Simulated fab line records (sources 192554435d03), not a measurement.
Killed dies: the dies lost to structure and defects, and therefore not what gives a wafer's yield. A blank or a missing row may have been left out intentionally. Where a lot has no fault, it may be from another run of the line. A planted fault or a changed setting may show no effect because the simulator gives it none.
8D (eight disciplines) problem report, filled in by code / flow n5 finfet / the parts of the form that need people (team, actions taken, sign-off) are left out

1. WHAT IS WRONG
Wafers without a fault read 62.4 s with a standard deviation of 2.6, while time to endpoint s at N5_BEOL_M0_CMP_120 averages 88.6 s across 2 wafers of 1 lot. That is +10 standard deviations from the usual mean.
The step: polishes, stops on SiOC, t overpolish 6.9 s.
Seen first at day 10 18:10 on cmp-02, wafer L681.1. At this step, 14 wafers from 5 lots have a number in the record. By rule, "out" or "out of limits" means more than 4 standard deviations away from the usual mean. The other wafers with a number count as sound.

2. WHAT IT IS, AND WHAT IT ISN'T
question=which readings at this step | is=time to endpoint s | is not=platen rpm
question=which lots | is=L681 | is not=L669, L671, L672, L685
question=which wafers of those lots | is=all that have a number | is not=-
question=read on which tools | is=cmp-02 | is not=cmp-03
question=when | is=from day 10 18:10 | is not=up to then (9 sound wafers); but 3 sound wafers of L685 came after

3. WHAT RULES OUT EACH SUSPECT
Counting: a tool at a process step up to the reading stays a suspect if it ran every lot that is out and no sound lot after the first of them.
- pvd sputter-02 at N5_BEOL_M0_PRE_CLEAN_113 (time 30 s): ruled out as a lasting fault. The sound lots L685 went through it after L681, its earliest lot that is out (day 10 16:40).
- pvd sputter-02 at N5_BEOL_M0_SURFACE_TREAT_137: kept. It ran the lot that is out, L681 (day 10 16:59), and no sound lot after that.
- pvd sputter-02 at N5_BEOL_M0_ANNEAL_117 (time 60 s): ruled out as a lasting fault. The sound lots L685 went through it after L681, its earliest lot that is out (day 10 17:19).
- pvd sputter-02 at N5_BEOL_M0_SPUTTER_132 (material Cu, target thk 4 nm, time 7.37 s): ruled out as a lasting fault. The sound lots L685 went through it after L681, its earliest lot that is out (day 10 17:21).
- pvd sputter-02 at N5_BEOL_M0_ANNEAL_135 (time 60 s): ruled out as a lasting fault. The sound lots L685 went through it after L681, its earliest lot that is out (day 10 17:33).
- ecd cu-01 at N5_BEOL_M0_ECD_118 (material Cu, target thk 300 nm): kept. It ran the lot that is out, L681 (day 10 17:43), and no sound lot after that; its last sound lot up to then is L669 (day 7 19:00).
- cmp-02 at N5_BEOL_M0_CMP_120 (polishes, stops on SiOC, t overpolish 6.9 s): ruled out as a lasting fault. The sound lots L685 went through it after L681, its earliest lot that is out (day 10 18:10).
The count leaves ecd cu-01 at N5_BEOL_M0_ECD_118 and pvd sputter-02 at N5_BEOL_M0_SURFACE_TREAT_137.

4. THE CAUSE (what the simulator had put in)
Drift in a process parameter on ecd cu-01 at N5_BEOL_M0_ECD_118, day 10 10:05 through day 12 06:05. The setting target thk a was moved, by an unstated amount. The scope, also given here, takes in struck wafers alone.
Counting left 2 suspects, and this tool is among them.

5. THE EFFECT CHAIN, in route order
One row per reading whose mean, taken over the struck wafers that have a number, lies over 3 standard deviations from the usual. Scope: only readings with a usual standard deviation given in the record; hours: median across lots of the time from each lot's start at the first step in this table that gives one to its start at this step; sigmas: change in usual standard deviations.
hours=0; step=N5_BEOL_M0_CMP_120; reading=time to endpoint s; usual=62.4 s; on struck wafers=88.6; change=+26.2; sigmas=+10
It contains these process steps:
- N5_BEOL_M0_CMP_120: polishes, stops on SiOC, t overpolish 6.9 s.
At these later measuring or inspecting steps, every struck wafer for which the step has a row has a number for every such reading, and none has moved that far: N5_BEOL_M4_RC_MEAS_101.

6. HOW IT WOULD HAVE BEEN CAUGHT EARLIER
8 hours passed between the start of the fault at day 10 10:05 and the first reading out of limits in this record, taken at day 10 18:10.
The start of N5_BEOL_M0_ECD_118 on ecd cu-01 came by day 10 18:10 for every one of the lots that are out (1). A hold on the tool at that time would have spared none of them.
